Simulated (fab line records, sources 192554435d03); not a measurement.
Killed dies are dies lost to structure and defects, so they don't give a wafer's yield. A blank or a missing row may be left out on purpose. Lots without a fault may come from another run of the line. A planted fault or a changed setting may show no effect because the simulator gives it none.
Split-lot experiment | flow n5_finfet | 7 lots, 39 wafers read, on a route of 1938 steps

THE SPLIT
At N5_FIN_SAQP_SPACER2_ALD_28 (deposits SiO2, target thk 8.1 nm, pulse time 1 s, purge time 2 s), the setting target_thk_a was moved away from the recipe's 81 angstrom on 12 of the 39 wafers read, by -56.2% to +27.4%. The other wafers ran this setting at the recipe's value.

FROM THE SPLIT TO THE READING: what the file shows between them, 9 steps
- N5_FIN_SAQP_SPACER2_ETCHBACK_29: etches SiO2 in CHF3/O2, target depth 12.2 nm, time 6.1 s
- N5_FIN_SAQP_MANDREL2_REMOVE_60: chemistry HBr/Cl2/O2, target a-Si, stops on SiNx, bt time 10 s
- N5_FIN_SAQP_CD_MEAS_31: target cd 8 nm
- N5_FIN_SAQP_HM_OPEN_33: chemistry CH3F/O2, target SiNx, target depth 49.4 nm, time 70.6 s
- N5_FIN_SAQP_ETCH_34: etches SiO2 in C4F6/O2, target depth 45 nm, time 15 s
- N5_FIN_SAQP_STRIP_77: strips in N2/H2, time 90 s
- N5_FIN_SAQP_HM_CD_35: target cd 8 nm
- N5_FIN_SAQP_ETCH_64: etches SiO2 in CF4, target depth 1.5 nm
- N5_FIN_SAQP_FIN_ETCH_36: etches the open film in HBr/Cl2/O2, target depth 120 nm, time 50.4 s

THE READING
cd_nm, in nm, at N5_FIN_SAQP_CD_MEAS_37 (target cd 8 nm). Fault-free wafers of this fab line usually give 8.12 nm, standard deviation 0.25 nm.

wafer  | tool, chamber at the split | target_thk_a as run, angstrom | against the recipe | cd_nm, nm | against lot-mates on the recipe
L074.1 | ald_sin-02, 3,1,0,2,3,2    | 81                            | recipe             | 7.85      | -
L074.2 | ald_sin-02, 3,1,0,2,3,2    | 81                            | recipe             | 8.15      | -
L074.3 | ald_sin-02, 3,1,0,2,3,2    | 81                            | recipe             | 7.87      | -
L074.4 | ald_sin-02, 3,1,0,2,3,2    | 81                            | recipe             | 8.41      | -
L074.5 | ald_sin-02, 3,1,0,2,3,2    | 81                            | recipe             | 8.35      | -
L074.6 | ald_sin-02, 3,1,0,2,3,2    | 81                            | recipe             | 8.40      | -
L075.1 | ald_sin-02, 1,0            | 81                            | recipe             | 8.15      | -
L075.2 | ald_sin-02, 3,2,2          | 93.81                         | +15.8%             | 9.25      | +1.20
L075.3 | ald_sin-02, 1,0            | 81                            | recipe             | 8.06      | -
L075.4 | ald_sin-02, 3,2,2          | 93.81                         | +15.8%             | 9.36      | +1.31
L075.5 | ald_sin-02, 3,2,2          | 93.81                         | +15.8%             | 9.28      | +1.23
L075.6 | ald_sin-02, 3              | 81                            | recipe             | 7.95      | -
L077.1 | ald_sin-04, 1,2            | 81                            | recipe             | 7.70      | -
L077.2 | ald_sin-04, 0,3,1          | 35.44                         | -56.2%             | 3.08      | -4.91
L077.3 | ald_sin-04, 0,3,1          | 35.44                         | -56.2%             | 3.26      | -4.73
L077.4 | ald_sin-04, 1,2            | 81                            | recipe             | 8.18      | -
L077.5 | ald_sin-04, 0,3,1          | 35.44                         | -56.2%             | 2.92      | -5.07
L077.6 | ald_sin-04, 2              | 81                            | recipe             | 8.09      | -
L078.1 | ald_sin-01, 0,2,3,1,3,0    | 81                            | recipe             | 8.20      | -
L078.2 | ald_sin-01, 0,2,3,1,3,0    | 81                            | recipe             | 7.90      | -
L078.3 | ald_sin-01, 0,2,3,1,3,0    | 81                            | recipe             | 7.81      | -
L078.4 | ald_sin-01, 0,2,3,1,3,0    | 81                            | recipe             | 8.27      | -
L078.5 | ald_sin-01, 0,2,3,1,3,0    | 81                            | recipe             | 8.15      | -
L078.6 | ald_sin-01, 0,2,3,1,3,0    | 81                            | recipe             | 8.21      | -
L079.2 | ald_sin-04, 2              | 81                            | recipe             | 8.43      | -
L079.5 | ald_sin-04, 2,3            | 81                            | recipe             | 8.27      | -
L079.6 | ald_sin-04, 2,3            | 81                            | recipe             | 8.21      | -
L089.1 | ald_sin-01, 2,0,1          | 63.9                          | -21.1%             | 6.52      | -1.39
L089.2 | ald_sin-01, 2,0,1          | 63.9                          | -21.1%             | 6.27      | -1.64
L089.3 | ald_sin-01, 1,0            | 81                            | recipe             | 8.33      | -
L089.4 | ald_sin-01, 3              | 81                            | recipe             | 7.84      | -
L089.5 | ald_sin-01, 1,0            | 81                            | recipe             | 7.55      | -
L089.6 | ald_sin-01, 2,0,1          | 63.9                          | -21.1%             | 6.44      | -1.47
L097.1 | ald_sin-04, 2              | 81                            | recipe             | 7.83      | -
L097.2 | ald_sin-04, 3              | 81                            | recipe             | 8.15      | -
L097.3 | ald_sin-04, 0,1,1          | 103.2                         | +27.4%             | 10.29     | +2.03
L097.4 | ald_sin-04, 0,1,1          | 103.2                         | +27.4%             | 10.11     | +1.85
L097.5 | ald_sin-04, 0,1,1          | 103.2                         | +27.4%             | 10.59     | +2.33
L097.6 | ald_sin-04, 2              | 81                            | recipe             | 8.79      | -
Where a row lists several chambers, the file gives one row for several wafers and doesn't say which wafer went through which chamber.

THE FIT
A straight line over all 39 wafers: cd_nm changes by +0.0861 nm for each +1% of target_thk_a; r = +0.99; the points scatter about the line by 0.25 nm.
The same after taking each lot's own level away (the mean of its wafers on the recipe; 39 wafers): +0.0831 nm for each +1%; r = +0.99; scatter 0.24 nm.
On that fit, the largest move of target_thk_a shifts the reading by 4.7 nm.
The lots' own levels span 7.907 to 8.303 nm, that is 1.6 times the standard deviation above.
So the lot-to-lot level changes the slope little: the two slopes agree.
Check: with one of the wafers moved furthest among these (-56.2%) left out of the fit, the line predicts -4.63 nm for it against its lot-mates. It came out at -4.91 nm against them.

THE WHOLE CHAIN: every reading that the file lists as answering this split, in the file's order
step                           | what it does                                                     | reading                                                                                 | change (the file's fit)                | r (the file's)
N5_FIN_SAQP_SPACER2_ALD_28     | deposits SiO2, target thk 8.1 nm, pulse time 1 s, purge time 2 s | SiO2_of_FIN_SAQP_SPACER2_ALD_28.thk_nm (the simulator's own value, which no gauge read) | +0.0817 nm for each +1% of the setting | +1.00
N5_FIN_SAQP_MANDREL2_REMOVE_60 | chemistry HBr/Cl2/O2, target a-Si, stops on SiNx, bt time 10 s   | FIN_SAQP.cd_nm (the simulator's own value, which no gauge read)                         | +0.0815 nm for each +1% of the setting | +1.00
N5_FIN_SAQP_CD_MEAS_31         | target cd 8 nm                                                   | cd_nm                                                                                   | +0.0818 nm for each +1% of the setting | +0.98
N5_FIN_SAQP_HM_CD_35           | target cd 8 nm                                                   | cd_nm                                                                                   | +0.0813 nm for each +1% of the setting | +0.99
N5_FIN_SAQP_CD_MEAS_37         | target cd 8 nm                                                   | cd_nm                                                                                   | +0.0832 nm for each +1% of the setting | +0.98

THE FILE'S OWN FIT
cd_nm changes by +0.0832 nm for each +1% of target_thk_a, r = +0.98.
